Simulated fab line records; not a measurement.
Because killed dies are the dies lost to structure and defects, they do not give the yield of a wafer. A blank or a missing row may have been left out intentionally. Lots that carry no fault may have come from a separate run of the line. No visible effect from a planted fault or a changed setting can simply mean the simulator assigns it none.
Split-lot experiment -- flow n5-finfet -- route with 1938 steps; 7 lots, 21 wafers read

## SPLIT DETAILS
At N5_BEOL_M7_ETCH_41 (etches SiCN in CH3F/O2, target depth 31.9 nm, time 57.8 s), the setting source-w was moved away from the recipe's 395 W on 5 of the 21 wafers read, by -17.2% to -11.8%. All remaining wafers had this setting at the recipe value.

The reading is taken at the split's own step.

## THE READING
rf-vpp-V, in V, at N5_BEOL_M7_ETCH_41 (etches SiCN in CH3F/O2, target depth 31.9 nm, time 57.8 s). Typical for fault-free wafers on this fab line: 297.0 V, with standard deviation 1.6 V.

wafer,"tool, chamber at the split","source-w as run, W",against the recipe,"rf-vpp-V, V",against lot-mates on the recipe
L074.1,"rie-diel-06, 3",395,recipe,296.9,-
L074.2,"rie-diel-06, 1",395,recipe,298.3,-
L074.3,"rie-diel-06, 0",395,recipe,297.7,-
L076.2,"rie-diel-05, 2",395,recipe,295.2,-
L076.3,"rie-diel-05, 3",395,recipe,296.9,-
L076.6,"rie-diel-05, 2",395,recipe,294.7,-
L080.1,"rie-diel-06, 1",395,recipe,297.2,-
L080.3,"rie-diel-06, 2",395,recipe,294.9,-
L080.6,"rie-diel-06, 0",395,recipe,295.8,-
L078.4,"rie-diel-01, 2",395,recipe,296.2,-
L078.5,"rie-diel-01, 1",395,recipe,298.2,-
L078.6,"rie-diel-01, 2",327.7,-17.0%,314.7,+17.5
L084.1,"rie-diel-01, 1",395,recipe,297.2,-
L084.2,"rie-diel-01, 2",335.6,-15.0%,312.2,+14.3
L084.4,"rie-diel-01, 3",395,recipe,298.5,-
L089.2,"rie-diel-06, 1",395,recipe,297.6,-
L089.4,"rie-diel-06, 3",327,-17.2%,315.6,+18.1
L089.6,"rie-diel-06, 0",395,recipe,297.3,-
L093.2,"rie-diel-01, 0",395,recipe,295.3,-
L093.5,"rie-diel-01, 0",348.5,-11.8%,307.5,+12.2
L093.6,"rie-diel-01, 3",348.5,-11.8%,311.1,+15.8

THE FIT
A straight line over all 21 wafers: rf-vpp-V changes by -1.06 V for each +1% of source-w; r = -0.98; the points scatter about the line by 1.3 V.
The same after taking each lot's own level away (the mean of its wafers on the recipe; 21 wafers): -1.06 V for each +1%; r = -0.99; scatter 1.1 V.
The reading moves by 18 V for the largest change in source-w, on that fit.
Measured against the standard deviation above, the lots' own levels, which go from 295.30 to 297.85 V, span 1.6 times it.
So the lot-to-lot level changes the slope little: the two slopes agree.
Check: with one of the wafers moved furthest among these (-17.2%) left out of the fit, the line predicts +18.3 V for it against its lot-mates. Against them it came out at +18.1 V.
Tool readings at the split's step, against how far the setting was moved: rf-vpp-V r = -0.98.

## FILE'S OWN FIT
rf-vpp-V changes by -1.04 V for each +1% of source-w, r = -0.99.
